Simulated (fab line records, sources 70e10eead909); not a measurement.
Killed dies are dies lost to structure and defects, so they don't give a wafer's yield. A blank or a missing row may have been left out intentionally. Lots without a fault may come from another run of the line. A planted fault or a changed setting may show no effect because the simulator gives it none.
fab line records    flow nand_harc
record: lots: 6  wafers: 18  last_day: 24
route steps=1159 shown A_ONON_D1@426 END@1159
lots untouched by any fault: they come from a run of this same line in which no faults occurred
start_h: hours from the record's opening day to when the first of the lot's shown wafers began    wait_h: hours from the lot's prior step to this one    " unchanged from the row above    L1.1+2: a single row standing in for several wafers    - no value, or no start given    * or withheld: withheld    < > ~ a bound
route shown NAME@n: NAME is a module with steps in the file, n the number in the route of the first one    usual: mean and standard deviation over wafers with no fault    same: alike in all rows    chamber/n: place in a boat    sites: per-site readings    _std_site: standard deviation of those values    _edge_site: inner sites' mean taken away from outer sites' mean    radius_mm: for every site, how far away it sits from the centre of the wafer    mask NAME#n: copy n    behind: the most recent tool/chamber to have shaped the wafer    hold: cause of the lot's hold/its duration in hours/its outcome    device: the n, p or np transistor that did not switch    end of line: the tests these same wafers got at the end of their route    for a step that has no rows: nothing shown but its recipe    killed: dies lost to structure and defects at the first sort, not the wafer's yield    map: dies across one wafer; x = killed, . = not, _ = none there
set.NAME: setting as actually run; set.NAME@STEP: the setting as run at that earlier step    model.NAME: the simulator's own value behind a step, which no gauge read
lots seen at some steps along the route; tables by step, rows by wafer
services: a tool's chamber out of use, with start hour (start_h, from the record's first day; less than 0 if before it), hours out, and reason
== steps ==
step: NHARC_A_ONON_D1_DEP_03
recipe: target_thk_a: 10000  n2_flow_sccm: 2750  n2o_flow_sccm: 2000  nh3_flow_sccm: 500  sih4_flow_sccm: 210  temp_c: 400
step: NHARC_A_ONON_D1_THK_MEAS_05
recipe: thk_meas_gauge: ellipsometry
usual: thk_nm: 1001/15
lot.wafer  tool           chamber  start_h  wait_h  thk_nm
L603.2     film_metro-01  -        168.75   -       991
L603.3     "              -        "        "       988
L603.5     "              -        "        "       989
L605.2     film_metro-02  -        178.52   -       995
L605.3     "              -        "        "       995
L605.5     "              -        "        "       995
L612.1     film_metro-02  -        214.32   -       965
L612.2     "              -        "        "       965
L612.5     "              -        "        "       965
L614.3     film_metro-01  -        232.17   -       988
L614.5     "              -        "        "       989
L614.6     "              -        "        "       987
L619.1     film_metro-01  -        261.28   -       990
L619.4     "              -        "        "       991
L619.5     "              -        "        "       992
L625.1     film_metro-01  -        296.60   -       1008
L625.2     "              -        "        "       1011
L625.3     "              -        "        "       1010
step: NHARC_A_ONON_D1_DEP_06
recipe: target_thk_a: 10000  n2_flow_sccm: 2750  n2o_flow_sccm: 2000  nh3_flow_sccm: 500  sih4_flow_sccm: 210  temp_c: 400
step: NHARC_A_ONON_D1_THK_MEAS_08
recipe: thk_meas_gauge: ellipsometry
usual: thk_nm: 999/13
lot.wafer  tool           chamber  start_h  wait_h  thk_nm
L603.2     film_metro-02  -        169.32   -       982
L603.3     "              -        "        "       984
L603.5     "              -        "        "       982
L605.2     film_metro-02  -        179.08   -       996
L605.3     "              -        "        "       998
L605.5     "              -        "        "       1000
L612.1     film_metro-02  -        214.91   -       1011
L612.2     "              -        "        "       1013
L612.5     "              -        "        "       1012
L614.3     film_metro-01  -        232.74   -       1013
L614.5     "              -        "        "       1011
L614.6     "              -        "        "       1008
L619.1     film_metro-01  -        261.85   -       964
L619.4     "              -        "        "       963
L619.5     "              -        "        "       965
L625.1     film_metro-01  -        297.17   -       988
L625.2     "              -        "        "       988
L625.3     "              -        "        "       987
step: NHARC_A_ONON_D1_DEP_09
recipe: target_thk_a: 10000  n2_flow_sccm: 2750  n2o_flow_sccm: 2000  nh3_flow_sccm: 500  sih4_flow_sccm: 210  temp_c: 400
step: NHARC_A_ONON_D1_THK_MEAS_11
recipe: thk_meas_gauge: ellipsometry
usual: thk_nm: 1000/6.2
lot.wafer  tool           chamber  start_h  wait_h  thk_nm
L603.2     film_metro-01  -        169.88   -       996
L603.3     "              -        "        "       997
L603.5     "              -        "        "       996
L605.2     film_metro-02  -        179.65   -       1000
L605.3     "              -        "        "       1002
L605.5     "              -        "        "       1002
L612.1     film_metro-01  -        215.48   -       1001
L612.2     "              -        "        "       1002
L612.5     "              -        "        "       1000
L614.3     film_metro-01  -        233.31   -       1012
L614.5     "              -        "        "       1013
L614.6     "              -        "        "       1010
L619.1     film_metro-02  -        262.42   -       997
L619.4     "              -        "        "       997
L619.5     "              -        "        "       996
L625.1     film_metro-01  -        297.74   -       1002
L625.2     "              -        "        "       1000
L625.3     "              -        "        "       1001
step: NHARC_A_ONON_D1_DEP_12
recipe: target_thk_a: 10000  n2_flow_sccm: 2750  n2o_flow_sccm: 2000  nh3_flow_sccm: 500  sih4_flow_sccm: 210  temp_c: 400
step: NHARC_A_ONON_D1_THK_MEAS_14
recipe: thk_meas_gauge: ellipsometry
usual: thk_nm: 1000/9.1
lot.wafer  tool           chamber  start_h  wait_h  thk_nm
L603.2     film_metro-02  -        170.46   -       1002
L603.3     "              -        "        "       1003
L603.5     "              -        "        "       1001
L605.2     film_metro-01  -        180.22   -       998
L605.3     "              -        "        "       998
L605.5     "              -        "        "       998
L612.1     film_metro-02  -        216.05   -       995
L612.2     "              -        "        "       994
L612.5     "              -        "        "       995
L614.3     film_metro-01  -        233.88   -       1002
L614.5     "              -        "        "       1001
L614.6     "              -        "        "       1003
L619.1     film_metro-02  -        263.12   -       1010
L619.4     "              -        "        "       1008
L619.5     "              -        "        "       1010
L625.1     film_metro-02  -        298.31   -       999
L625.2     "              -        "        "       1001
L625.3     "              -        "        "       1000
step: NHARC_A_ONON_D1_ANNEAL_15
recipe: temp_c: 750  time_s: 3600
step: NHARC_A_ONON_D1_DEP_16
recipe: target_thk_a: 10000  n2_flow_sccm: 2750  n2o_flow_sccm: 2000  nh3_flow_sccm: 500  sih4_flow_sccm: 210  temp_c: 400
step: NHARC_A_ONON_D1_THK_MEAS_18
recipe: thk_meas_gauge: ellipsometry
usual: thk_nm: 1001/8.6
lot.wafer  tool           chamber  start_h  wait_h  thk_nm
L603.2     film_metro-02  -        178.31   -       1010
L603.3     "              -        "        "       1009
L603.5     "              -        "        "       1010
L605.2     film_metro-02  -        189.65   -       1006
L605.3     "              -        "        "       1005
L605.5     "              -        "        "       1007
L612.1     film_metro-01  -        223.20   -       1016
L612.2     "              -        "        "       1017
L612.5     "              -        "        "       1017
L614.3     film_metro-02  -        240.98   -       1002
L614.5     "              -        "        "       1005
L614.6     "              -        "        "       1004
L619.1     film_metro-01  -        272.48   -       1007
L619.4     "              -        "        "       1008
L619.5     "              -        "        "       1009
L625.1     film_metro-02  -        305.67   -       987
L625.2     "              -        "        "       986
L625.3     "              -        "        "       984
step: NHARC_A_ONON_D1_DEP_19
recipe: target_thk_a: 10000  n2_flow_sccm: 2750  n2o_flow_sccm: 2000  nh3_flow_sccm: 500  sih4_flow_sccm: 210  temp_c: 400
lot.wafer   tool           chamber  start_h  wait_h
L603.2+3+5  pecvd_onon-03  0        178.42   0.1
L605.2+3+5  pecvd_onon-04  0        189.77   0.1
L612.1+2+5  pecvd_onon-03  0        223.26   0.1
L614.3+5+6  pecvd_onon-03  0        241.15   0.2
L619.1+4+5  pecvd_onon-02  0        272.66   0.2
L625.1+2+3  pecvd_onon-03  0        305.72   0.1
step: NHARC_A_ONON_D1_THK_MEAS_21
recipe: thk_meas_gauge: ellipsometry
usual: thk_nm: 1001/9
lot.wafer  tool           chamber  start_h  wait_h  thk_nm
L603.2     film_metro-01  -        178.88   -       998
L603.3     "              -        "        "       999
L603.5     "              -        "        "       998
L605.2     film_metro-02  -        190.22   -       988
L605.3     "              -        "        "       987
L605.5     "              -        "        "       989
L612.1     film_metro-01  -        223.77   -       573
L612.2     "              -        "        "       573
L612.5     "              -        "        "       572
L614.3     film_metro-02  -        241.55   -       580
L614.5     "              -        "        "       580
L614.6     "              -        "        "       581
L619.1     film_metro-01  -        273.17   -       1014
L619.4     "              -        "        "       1014
L619.5     "              -        "        "       1014
L625.1     film_metro-02  -        306.24   -       999
L625.2     "              -        "        "       998
L625.3     "              -        "        "       999
step: NHARC_A_ONON_D1_DEP_22
recipe: target_thk_a: 10000  n2_flow_sccm: 2750  n2o_flow_sccm: 2000  nh3_flow_sccm: 500  sih4_flow_sccm: 210  temp_c: 400
step: NHARC_END_SORT_01
recipe: temp_c: 25
usual: killed_at_array: 25/9.5  killed_at_other: 0.8/1.2  killed_at_periphery: 3.4/2.2  killed_dies: 29/10  killed_open: 3.3/1.8  killed_short: 2.1/1.4
same: gross_dies: 677
lot.wafer  tool       chamber  start_h  wait_h  killed_at_array  killed_at_other  killed_at_periphery  killed_dies  killed_open  killed_short
L612.1     prober-02  0        503.23   2.5     672              0                5                    677          4            5
L612.2     prober-02  0        504.02   2.8     675              0                2                    677          4            2
L612.5     prober-02  0        506.41   3.7     674              0                3                    677          4            1
L614.3     prober-01  0        512.42   3.1     677              0                0                    677          2            1
L614.5     prober-01  0        514.02   3.7     675              0                2                    677          3            2
L614.6     prober-01  0        514.82   4.0     677              0                0                    677          0            4
killed by level:class
L612.1 A_ONON_D1:area_dep=629 A_SLIT:chamber_film_flake=16 A_CHANNEL_HOLE_D1:chamber_film_flake=13 A_CONTACT:chamber_film_flake=4 A_M0:geometric_particle:open=2 A_STAIRCASE:chamber_film_flake=2 P_GATE:geometric_particle:open=1 P_GATE:geometric_particle:short=1
L612.2 A_ONON_D1:area_dep=645 A_CHANNEL_HOLE_D1:chamber_film_flake=16 A_CONTACT:chamber_film_flake=5 A_SLIT:chamber_film_flake=4 A_WL_FILL:geometric_particle:open=3 P_M2:geometric_particle:open=1 A_STAIRCASE:geometric_particle:short=1 A_WL_FILL:geometric_particle:short=1
L612.5 A_ONON_D1:area_dep=643 A_CHANNEL_HOLE_D1:chamber_film_flake=20 A_SLIT:chamber_film_flake=4 A_CONTACT:chamber_film_flake=4 P_CONTACT:geometric_particle:open=1 P_M0:geometric_particle:open=1 P_M1:geometric_particle:open=1 A_ONON_D1:geometric_particle:open=1
L614.3 A_ONON_D1:area_dep=648 A_CHANNEL_HOLE_D1:chamber_film_flake=16 A_WL_FILL:chamber_film_flake=5 A_STAIRCASE:chamber_film_flake=2 A_CONTACT:chamber_film_flake=2 A_CHANNEL_HOLE_D1:geometric_particle:short=1 A_CHANNEL_FILL_D1:geometric_particle:open=1 A_CONTACT:geometric_particle:open=1
L614.5 A_ONON_D1:area_dep=649 A_CHANNEL_HOLE_D1:chamber_film_flake=20 A_WL_FILL:chamber_film_flake=2 P_M0:geometric_particle:short=1 A_ONON_D1:geometric_particle:open=1 A_CHANNEL_FILL_D1:geometric_particle:short=1 A_CONTACT:geometric_particle:open=1 A_M0:geometric_particle:open=1
L614.6 A_ONON_D1:area_dep=655 A_CHANNEL_HOLE_D1:chamber_film_flake=16 A_ONON_D1:geometric_particle:short=2 A_M0:geometric_particle:short=1 A_M1:geometric_particle:short=1 A_STAIRCASE:chamber_film_flake=1 A_WL_FILL:chamber_film_flake=1
map L612.1 (x killed, . not)
____________x____________
_________xxxxxxx_________
_______xxxxxxxxxxx_______
______xxxxxxxxxxxxx______
_____xxxxxxxxxxxxxxx_____
____xxxxxxxxxxxxxxxxx____
____xxxxxxxxxxxxxxxxx____
___xxxxxxxxxxxxxxxxxxx___
___xxxxxxxxxxxxxxxxxxx___
__xxxxxxxxxxxxxxxxxxxxx__
__xxxxxxxxxxxxxxxxxxxxx__
_xxxxxxxxxxxxxxxxxxxxxxx_
_xxxxxxxxxxxxxxxxxxxxxxx_
_xxxxxxxxxxxxxxxxxxxxxxx_
_xxxxxxxxxxxxxxxxxxxxxxx_
_xxxxxxxxxxxxxxxxxxxxxxx_
xxxxxxxxxxxxxxxxxxxxxxxxx
xxxxxxxxxxxxxxxxxxxxxxxxx
xxxxxxxxxxxxxxxxxxxxxxxxx
xxxxxxxxxxxxxxxxxxxxxxxxx
xxxxxxxxxxxxxxxxxxxxxxxxx
_xxxxxxxxxxxxxxxxxxxxxxx_
_xxxxxxxxxxxxxxxxxxxxxxx_
_xxxxxxxxxxxxxxxxxxxxxxx_
_xxxxxxxxxxxxxxxxxxxxxxx_
_xxxxxxxxxxxxxxxxxxxxxxx_
__xxxxxxxxxxxxxxxxxxxxx__
__xxxxxxxxxxxxxxxxxxxxx__
___xxxxxxxxxxxxxxxxxxx___
___xxxxxxxxxxxxxxxxxxx___
____xxxxxxxxxxxxxxxxx____
____xxxxxxxxxxxxxxxxx____
_____xxxxxxxxxxxxxxx_____
______xxxxxxxxxxxxx______
_______xxxxxxxxxxx_______
_________xxxxxxx_________
____________x____________
map L614.3 (x killed, . not)
____________x____________
_________xxxxxxx_________
_______xxxxxxxxxxx_______
______xxxxxxxxxxxxx______
_____xxxxxxxxxxxxxxx_____
____xxxxxxxxxxxxxxxxx____
____xxxxxxxxxxxxxxxxx____
___xxxxxxxxxxxxxxxxxxx___
___xxxxxxxxxxxxxxxxxxx___
__xxxxxxxxxxxxxxxxxxxxx__
__xxxxxxxxxxxxxxxxxxxxx__
_xxxxxxxxxxxxxxxxxxxxxxx_
_xxxxxxxxxxxxxxxxxxxxxxx_
_xxxxxxxxxxxxxxxxxxxxxxx_
_xxxxxxxxxxxxxxxxxxxxxxx_
_xxxxxxxxxxxxxxxxxxxxxxx_
xxxxxxxxxxxxxxxxxxxxxxxxx
xxxxxxxxxxxxxxxxxxxxxxxxx
xxxxxxxxxxxxxxxxxxxxxxxxx
xxxxxxxxxxxxxxxxxxxxxxxxx
xxxxxxxxxxxxxxxxxxxxxxxxx
_xxxxxxxxxxxxxxxxxxxxxxx_
_xxxxxxxxxxxxxxxxxxxxxxx_
_xxxxxxxxxxxxxxxxxxxxxxx_
_xxxxxxxxxxxxxxxxxxxxxxx_
_xxxxxxxxxxxxxxxxxxxxxxx_
__xxxxxxxxxxxxxxxxxxxxx__
__xxxxxxxxxxxxxxxxxxxxx__
___xxxxxxxxxxxxxxxxxxx___
___xxxxxxxxxxxxxxxxxxx___
____xxxxxxxxxxxxxxxxx____
____xxxxxxxxxxxxxxxxx____
_____xxxxxxxxxxxxxxx_____
______xxxxxxxxxxxxx______
_______xxxxxxxxxxx_______
_________xxxxxxx_________
____________x____________
== services ==
tool           chamber  start_h  hours  kind
pecvd_onon-04  -        237.00   13.0   pm
pecvd_onon-02  -        292.00   13.0   pm
== key ==
first_sign: step: NHARC_A_ONON_D1_THK_MEAS_21  reading: thk_nm  direction: down  sigmas: 47  usual: 1001  struck: 577
effect: step: NHARC_END_SORT_01  reading: killed_at_array  direction: up  sigmas: 68  usual: 25  struck: 675
more_kills_born_at: NHARC_A_ONON_D1_DEP_19@pecvd_onon-03: 3869
met_at NHARC_A_ONON_D1_DEP_19
struck_wafers L612.1,L612.2,L612.5,L614.3,L614.5,L614.6
later_rows_left_out L612.1,L612.2,L612.5,L614.3,L614.5,L614.6
tester_left_out L612,L614
onset_between 178.42 223.26
fault: kind: process_parameter_drift  tool: pecvd_onon-03  chamber: 0  onset_h: 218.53  steps: NHARC_A_ONON_D1_DEP_19  channel: target_thk_a  offset: *  shape: step  end_h: 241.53  acts_in: *  stated: *
tester_left_out: of these lots the tester's yield and bins aren't shown, on N5 and GAA mostly nor the transistor test; their killed dies are dies lost to structure and defects alone, not to doping, threshold or leakage, so they don't give the yield
later_rows_left_out: the simulator's readings of these wafers behind a module that went badly wrong aren't trusted and aren't shown, but for the sort
